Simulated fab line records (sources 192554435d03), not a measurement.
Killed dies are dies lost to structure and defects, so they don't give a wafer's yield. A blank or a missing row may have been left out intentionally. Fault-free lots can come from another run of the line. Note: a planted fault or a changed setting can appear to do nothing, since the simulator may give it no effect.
Chamber matching ; flow n5_finfet ; rie_diel-04 running N5_BEOL_M10_ETCH_66: 4 sister chambers
The step etches SOC in N2/H2, target depth 120 nm, overetch 24 nm, time 180 s. 4 wafers are shown with their chamber, then 9 later ones without.

WAFERS PAIRED WITH THEIR CHAMBERS
wafer;chamber;drypump_motor_current_A (A)
L087.4;2;6.8
L090.1;1;5.7
L090.3;0;4.9
L090.6;3;5.8

WAFERS MISSING THEIR CHAMBER
wafer;drypump_motor_current_A (A)
L094.3;5.8
L094.5;5.8
L094.6;6.8
L093.1;5.7
L093.3;5.0
L093.5;5.0
L095.2;5.7
L095.4;6.8
L095.5;5.0

WHICH CHAMBER EACH ONE RAN IN
wafer;from the rows above;in truth
L094.3;can't be placed: 3 or 1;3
L094.5;can't be placed: 3 or 1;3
L094.6;2;2
L093.1;can't be placed: 1 or 3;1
L093.3;0;0
L093.5;0;0
L095.2;can't be placed: 1 or 3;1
L095.4;2;2
L095.5;0;0
Correct placement for 5 of the 9. Cannot be placed on the basis of these rows: 4; the candidates contain the true chamber in 4. Placed wrongly: 0.
How it was worked out, from the rows above alone: a wafer's distance from a chamber is the root of the sum, over the readings, of the square of ((its reading less the chamber's mean) divided by the reading's scatter). If the next closest chamber is less than 2 further off than the closest, the wafer can't be placed; otherwise it belongs to the closest. For every chamber, the mean is computed from those of its wafers that are shown. The scatter: with one shown wafer a chamber, the root of the mean of the squares of how far each hidden wafer lies from its nearest shown one.
